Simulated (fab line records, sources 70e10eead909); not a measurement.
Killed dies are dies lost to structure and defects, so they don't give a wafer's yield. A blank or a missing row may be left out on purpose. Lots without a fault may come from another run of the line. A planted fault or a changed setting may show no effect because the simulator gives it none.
A struck lot beside a sound one | flow nand_harc | 20 steps out of a route of 1302
Sound: wafers L406.2, L406.3, L406.5. Struck: wafer L419.2. (L419.1, L419.3 of the same lot were not struck and are left out.) The cause comes at the end.
At each step with rows: each side's tool, then ch and its chambers, then its first start. Under that, the readings that differ: sound wafers | struck wafers | difference of the means | sigmas: that difference in standard deviations of wafers without a fault.
alike: readings whose means differ by less than 2 such deviations, and words and numbers that are the same on both sides. not compared: withheld readings, readings that some wafer has no value for, bounds like >300 that may hide the same value, and numbers for which the record gives no deviation and whose values overlap.
The two part at a step that has a row with sigmas, a row that says differs or no value, or rows on one side only. Numbers that don't overlap but have no deviation are shown without sigmas and don't part them. A reading that every wafer of one side lacks parts them only if that side has two wafers or more.

first, 1 step without rows for these wafers: NHARC_A_BLC_SRD_27.
NHARC_A_BLC_INSPECT_28:
  sound on defect_inspect-01, day 23 23:35; struck on defect_inspect-02, day 29 09:14
  alike: raw_defect_count
then, 9 steps without rows for these wafers: NHARC_A_M0_DEP_00 (deposits SiOC, target thk 150 nm); NHARC_A_M0_DEHYDRATE_01 (time 120 s); NHARC_A_M0_HMDS_02 (time 30 s); NHARC_A_M0_COAT_33 (time 65 s); NHARC_A_M0_COAT_03 (resist thk 90 nm); NHARC_A_M0_SOFTBAKE_04 (time 55 s); NHARC_A_M0_EBR_05; NHARC_A_M0_EXPOSE_06 (exposes mask A M0, target cd 80 nm); NHARC_A_M0_PEB_07 (peb time 65 s).
NHARC_A_M0_DEVELOP_08: develop time 35 s.
  sound on litho_track-01 ch 0, day 24 00:00; struck on litho_track-04 ch 0, day 29 10:00
NHARC_A_M0_CD_MEAS_09: target cd 80 nm.
  sound on cd_sem-01 ch 0, day 24 00:36; struck on cd_sem-01 ch 0, day 29 10:13
  reading    | sound          | struck | difference | sigmas
  cd_nm (nm) | 80.3 80.6 80.2 | 78.5   | -1.9       | -3
NHARC_A_M0_OVL_MEAS_10: pitch 160 nm.
  sound on overlay-02, day 24 00:41; struck on overlay-01, day 29 10:19
  alike: overlay_x_nm, overlay_y_nm
NHARC_A_M0_INSPECT_11:
  sound on defect_inspect-01, day 24 00:43; struck on defect_inspect-02, day 29 10:21
  alike: raw_defect_count
NHARC_A_M0_DESCUM_14: chemistry O2, time 3 s.
  sound on rie_diel-01 ch 2,3, day 24 00:47; struck on rie_diel-12 ch 2, day 29 10:25
  reading                | sound                | struck | difference | sigmas
  throttle_valve_pct (%) | 11.319 11.285 11.312 | 11.331 | +0.026     | +3
  model.A_M0.cd_nm (nm)  | 79.83 79.78 79.47    | 78.78  | -0.91      |
  alike: drypump_motor_current_A, oes_product_au, rf_vpp_V, showerhead_plenum_p_Torr
  not compared: rf_hours_counter_h
NHARC_A_M0_ETCH_34: etches the open film in N2/H2, target depth 40 nm, overetch 12 nm, time 43.94 s.
  sound on rie_diel-01 ch 1,2,3, day 24 00:52; struck on rie_diel-12 ch 3, day 29 10:29
  alike: drypump_motor_current_A, oes_product_au, rf_vpp_V, showerhead_plenum_p_Torr, throttle_valve_pct
  not compared: rf_hours_counter_h
NHARC_A_M0_ETCH_15: etches the open film in C4F8/Ar, target depth 150 nm, overetch 15 nm, time 82.5 s.
  sound on rie_diel-01 ch 0,1,3; struck on rie_diel-12 ch 1
  reading               | sound          | struck | difference | sigmas
  model.A_M0.cd_nm (nm) | 79.88 80 79.78 | 78.86  | -1.03      |
  alike: oes_product_au, rf_vpp_V
  not compared: rf_hours_counter_h
NHARC_A_M0_CD_MEAS_16:
  sound on cd_sem-01, day 24 01:05; struck on cd_sem-03, day 29 10:43
  alike: cd_nm
then, 1 step without rows for these wafers: NHARC_END_SORT_01.

WHERE THEY PART
First at NHARC_A_M0_CD_MEAS_09; last, within this record, at NHARC_A_M0_DESCUM_14. Later steps at which nothing parts them and some readings are alike: NHARC_A_M0_ETCH_34, NHARC_A_M0_ETCH_15, NHARC_A_M0_CD_MEAS_16.

WHY: what the simulator had put in
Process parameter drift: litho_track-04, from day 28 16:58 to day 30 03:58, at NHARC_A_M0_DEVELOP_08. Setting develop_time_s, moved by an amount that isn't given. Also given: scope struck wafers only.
